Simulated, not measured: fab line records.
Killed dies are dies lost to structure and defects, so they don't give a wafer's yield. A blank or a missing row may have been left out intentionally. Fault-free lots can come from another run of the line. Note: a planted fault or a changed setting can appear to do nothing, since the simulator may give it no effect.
What tool caused it? | flow n5Finfet | 12 lots, 36 wafers sampled, at 2 steps of a route of 1938

## WHAT EACH GAUGE READ, for each wafer
N5_MOL_CONTACT_COAG_CD_MEAS_08: the cd target is 28 nm.
lot  | measured     | on       | cdNm (nm)
L075 | day 4 18:59  | cdSem-01 | 27.83 27.91 28.01
L077 | day 5 12:21  | cdSem-01 | 27.68 27.91 27.84
L079 | day 5 20:03  | cdSem-03 | 28.00 28.13 27.81
L081 | day 6 08:55  | cdSem-02 | 27.71 27.85 27.85
L083 | day 6 19:48  | cdSem-03 | 28.46 28.11 27.62
L085 | day 7 09:31  | cdSem-01 | 28.30 28.16 28.38
L087 | day 7 23:51  | cdSem-02 | 28.08 28.04 27.74
L089 | day 8 09:14  | cdSem-01 | 28.07 27.67 27.76
L091 | day 8 21:28  | cdSem-03 | 28.22 27.93 27.60
L093 | day 9 09:55  | cdSem-03 | 28.35 28.14 28.63
L095 | day 9 20:37  | cdSem-03 | 27.83 28.02 27.45
L097 | day 10 09:22 | cdSem-01 | 28.06 27.91 28.01

## EACH LOT AND THE TOOL THAT RAN IT (in order: tool; ch and the chambers of the sampled wafers; start)
lot  | N5_GATE_CUT_VAPOR_ETCH_48
L075 | rieMetal-01 ch 0,1, day 4 15:33
L077 | rieMetal-03 ch 0,1, day 5 08:23
L079 | rieMetal-03 ch 0,1, day 5 16:53
L081 | rieMetal-03 ch 0,1, day 6 05:48
L083 | rieMetal-01 ch 0, day 6 16:37
L085 | rieMetal-02 ch 0,1, day 7 06:00
L087 | rieMetal-03 ch 0,1, day 7 20:35
L089 | rieMetal-02 ch 0,1, day 8 05:58
L091 | rieMetal-02 ch 0, day 8 17:37
L093 | rieMetal-02 ch 0, day 9 06:33
L095 | rieMetal-02 ch 0, day 9 17:26
L097 | rieMetal-01 ch 1, day 10 06:04
- N5_GATE_CUT_VAPOR_ETCH_48: etches TiN in BCl3/Cl2.

## THE ANSWER, worked out from the rows above alone
Rule: the lots themselves supply what counts as usual. The widest of any qualifying gaps counts: lots, ordered by their means at a reading, are off when they make up no more than a third of the lots, leave a main group of 4 or more, and stand apart from it by 3 or more times the standard deviation of that group's means. Not used: any main group whose means are identical at the precision the tables above print for the reading. Also off: a lot with no number at a reading for which 4 or more lots have one. The other lots that the step has rows for count as sound.
Across all readings shown, no lot is off: no conclusion can be drawn from this.

## WHAT THE SIMULATOR HAD PUT IN
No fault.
